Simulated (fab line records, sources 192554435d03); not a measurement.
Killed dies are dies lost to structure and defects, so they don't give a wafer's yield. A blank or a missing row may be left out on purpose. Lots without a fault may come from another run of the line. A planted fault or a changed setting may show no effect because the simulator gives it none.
Chamber matching | flow n5_finfet | N5_BEOL_M12_TRENCH_ETCH_34 on rie_diel-04: 4 sister chambers
The step etches SiOC in C4F8/O2/Ar, target depth 318.95 nm, time 125.5 s. 8 wafers are shown with their chamber, then 7 later ones without.

WAFERS WITH THEIR CHAMBER
wafer  | chamber | showerhead_plenum_p_Torr (Torr) | drypump_motor_current_A (A)
L076.5 | 0       | 3.28                            | 5.9
L080.2 | 1       | 3.47                            | 5.5
L080.6 | 3       | 3.25                            | 6.1
L082.1 | 1       | 3.47                            | 5.5
L082.4 | 2       | 3.37                            | 5.5
L082.6 | 3       | 3.25                            | 6.1
L088.2 | 0       | 3.27                            | 5.8
L088.3 | 2       | 3.37                            | 5.5

WAFERS WITHOUT THEIR CHAMBER
wafer  | showerhead_plenum_p_Torr (Torr) | drypump_motor_current_A (A)
L088.4 | 3.24                            | 6.1
L094.1 | 3.46                            | 5.5
L094.3 | 3.36                            | 5.6
L094.5 | 3.36                            | 5.6
L093.1 | 3.36                            | 5.5
L093.3 | 3.46                            | 5.5
L093.4 | 3.24                            | 6.1

WHICH CHAMBER EACH WENT THROUGH
wafer  | from the rows above | in truth
L088.4 | 3                   | 3
L094.1 | 1                   | 1
L094.3 | 2                   | 2
L094.5 | 2                   | 2
L093.1 | 2                   | 2
L093.3 | 1                   | 1
L093.4 | 3                   | 3
Placed correctly: 7 of 7. Can't be placed from these rows: 0. Placed wrongly: 0.
How it was worked out, from the rows above alone: a wafer's distance from a chamber is the root of the sum, over the readings, of the square of ((its reading less the chamber's mean) divided by the reading's scatter). The wafer belongs to the nearest chamber; if the next one is less than 2 further off, it can't be placed. A chamber's mean is the mean of its shown wafers. The scatter: the root of (the sum of the squares of (reading less its chamber's mean) over the shown wafers, divided by (wafers less chambers)).
